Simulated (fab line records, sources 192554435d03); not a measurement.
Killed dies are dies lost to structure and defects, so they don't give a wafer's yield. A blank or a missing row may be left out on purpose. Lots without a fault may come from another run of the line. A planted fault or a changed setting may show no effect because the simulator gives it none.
One fault seen from 3 desks | flow n5_finfet | each desk has only its own numbers; what lay behind them comes last

THE TOOL OWNER'S DESK: rie_si-03
The tool's own readings at N5_FIN_SAQP_MANDREL_ETCH_22 (etches a-Si in HBr/Cl2, stops on SiNx, target depth 60 nm, bt time 10 s, time 30 s): means of the sampled wafers that have a number, for each lot that ran on this tool. A lot is out of limits, marked OUT, if its mean lies more than 4 standard deviations from the usual mean; the brackets give that distance.
Columns: A = drypump_motor_current_A at N5_FIN_SAQP_MANDREL_ETCH_22, usual 5.6 A; B = mfc_cl2_sccm at N5_FIN_SAQP_MANDREL_ETCH_22, usual 80.00 sccm; C = oes_product_au at N5_FIN_SAQP_MANDREL_ETCH_22, usual 0.765 a.u.; D = throttle_valve_pct at N5_FIN_SAQP_MANDREL_ETCH_22, usual 35.3 %
lot  | first seen here | A   | B               | C     | D
L915 | day 2 11:25     | 5.6 | 80.14           | 0.758 | 35.3
L918 | day 3 05:31     | 5.6 | 76.15 (-17) OUT | 0.757 | 35.0
L932 | day 6 16:43     | 6.0 | 79.93           | 0.757 | 35.3
L933 | day 6 23:17     | 6.0 | 79.92           | 0.770 | 35.2
L935 | day 7 10:47     | 5.6 | 79.87           | 0.766 | 35.3
L936 | day 7 17:35     | 5.7 | 79.97           | 0.770 | 35.3
This desk's finding: out of limits on L918; first on L918, day 3 05:31 (mfc_cl2_sccm at N5_FIN_SAQP_MANDREL_ETCH_22). In limits: L915, L932, L933, L935, L936.

THE METROLOGY DESK
What the gauges read, lot by lot, whatever tool the lot ran on: means of the sampled wafers that have a number. A lot is out of limits, marked OUT, if its mean lies more than 4 standard deviations from the usual mean; the brackets give that distance. Of its 11 readings 7 are shown: those that lie furthest out on some lot.
Columns: A = cd_nm at N5_FIN_SAQP_CD_MEAS_27, usual 20.26 nm; B = DIBL_N at N5_BEOL_M4_RC_MEAS_101, usual 37.0 mV/V; C = IOFF_N at N5_BEOL_M4_RC_MEAS_101, usual 0.17 nA/um; D = IOFF_P at N5_BEOL_M4_RC_MEAS_101, usual 0.23 nA/um; E = SS_N at N5_BEOL_M4_RC_MEAS_101, usual 71.7 mV/dec; F = SS_P at N5_BEOL_M4_RC_MEAS_101, usual 73.6 mV/dec; G = VT_P at N5_BEOL_M4_RC_MEAS_101, usual -250 mV
lot  | first seen here | A     | B    | C    | D    | E    | F    | G
L913 | day 1 23:41     | 20.61 | 40.4 | 0.25 | 0.31 | 72.4 | 74.9 | -247
L915 | day 2 13:23     | 20.12 | 36.8 | 0.17 | 0.23 | 71.8 | 73.8 | -251
L918 | day 3 07:26     | 20.36 | 37.1 | 0.20 | 0.28 | 72.2 | 73.0 | -246
L928 | day 5 18:25     | 20.35 | 37.8 | 0.17 | 0.23 | 71.6 | 73.4 | -250
L929 | day 5 23:42     | 20.24 | 38.8 | 0.22 | 0.26 | 72.7 | 74.4 | -249
L932 | day 6 18:37     | 20.11 | 36.2 | 0.15 | 0.19 | 71.3 | 72.8 | -252
L933 | day 7 01:02     | 20.27 | 37.4 | 0.18 | 0.22 | 72.0 | 73.4 | -251
L934 | day 7 06:39     | 20.20 | 38.9 | 0.18 | 0.22 | 71.8 | 73.1 | -254
L935 | day 7 12:35     | 20.31 | 37.8 | 0.19 | 0.27 | 72.5 | 73.9 | -247
L936 | day 7 19:26     | 20.25 | 35.8 | 0.14 | 0.16 | 71.4 | 73.4 | -257
This desk's finding: nothing out of limits on any of the 10 lots.

THE DEFECT DESK
What the inspections along the route counted, lot by lot: means of the sampled wafers that have a number. A lot is out of limits, marked OUT, if its mean lies more than 4 standard deviations from the usual mean; the brackets give that distance.
Columns: A = raw_defect_count at N5_PMOS_HMC_CHANNEL_EPI_INSPECT_30, usual 18
lot  | first seen here | A
L913 | day 1 20:07     | 26
L915 | day 2 09:19     | 10
L918 | day 3 03:08     | 17
L928 | day 5 14:52     | 21
L929 | day 5 20:07     | 22
L932 | day 6 15:01     | 14
L933 | day 6 21:08     | 19
L934 | day 7 02:20     | 12
L935 | day 7 09:02     | 21
L936 | day 7 15:22     | 25
This desk's finding: nothing out of limits on any of the 10 lots.

PUT TOGETHER
The tool owner's desk could have raised an alarm at day 3 05:31, on L918.
The metrology desk saw nothing out of limits.
The defect desk saw nothing out of limits.
The metrology desk has L918 on record, within its limits.
The defect desk has L918 on record, within its limits.
Of the lots named, all ran N5_FIN_SAQP_MANDREL_ETCH_22 on rie_si-03.

WHAT THE SIMULATOR HAD PUT IN
Process parameter drift: rie_si-03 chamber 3, from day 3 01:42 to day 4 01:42, at N5_FIN_SAQP_MANDREL_ETCH_22. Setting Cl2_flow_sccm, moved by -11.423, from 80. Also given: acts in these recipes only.
Lots struck among those shown: L918.
Hours from the fault's start to each desk's first reading out of limits: the tool owner's desk, 4.
